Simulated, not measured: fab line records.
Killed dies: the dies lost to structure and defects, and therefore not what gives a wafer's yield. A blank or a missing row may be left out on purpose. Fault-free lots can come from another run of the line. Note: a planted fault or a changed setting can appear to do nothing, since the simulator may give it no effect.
Chamber matching	flow n5_finfet	N5_BEOL_M0_SAQP_HM_DEP_111 on pecvd-03: 3 sister chambers
The step deposits SiO2 from SiH4/N2O, target thk 12 nm, time 7.2 s. 6 wafers are shown with their chamber, then 7 later ones without.

WAFERS, EACH WITH ITS CHAMBER
wafer	chamber	showerhead_plenum_p_Torr (Torr)	heater_power_w (W)
L086.6	1	8.18	872
L088.2	0	8.10	721
L088.3	1	8.17	810
L088.5	2	8.27	604
L090.1	2	8.24	610
L090.4	0	8.11	680

WAFERS WITH NO CHAMBER GIVEN
wafer	showerhead_plenum_p_Torr (Torr)	heater_power_w (W)
L090.5	8.15	915
L094.1	8.11	734
L094.2	8.24	622
L094.5	8.18	907
L095.2	8.25	564
L095.3	8.11	703
L095.4	8.25	566

WHICH CHAMBER EACH ONE RAN IN
wafer	from the rows above	in truth
L090.5	1	1
L094.1	0	0
L094.2	2	2
L094.5	1	1
L095.2	2	2
L095.3	0	0
L095.4	2	2
7 of 7 placed correctly. Not placeable from these rows: 0. Placed wrongly: 0.
How it was worked out, from the rows above alone: a wafer's distance from a chamber is the root of the sum, over the readings, of the square of ((its reading less the chamber's mean) divided by the reading's scatter). The wafer belongs to the nearest chamber; if the next one is less than 2 further off, it can't be placed. Each chamber's mean is taken over the wafers shown for it. The scatter: the root of (the sum of the squares of (reading less its chamber's mean) over the shown wafers, divided by (wafers less chambers)).
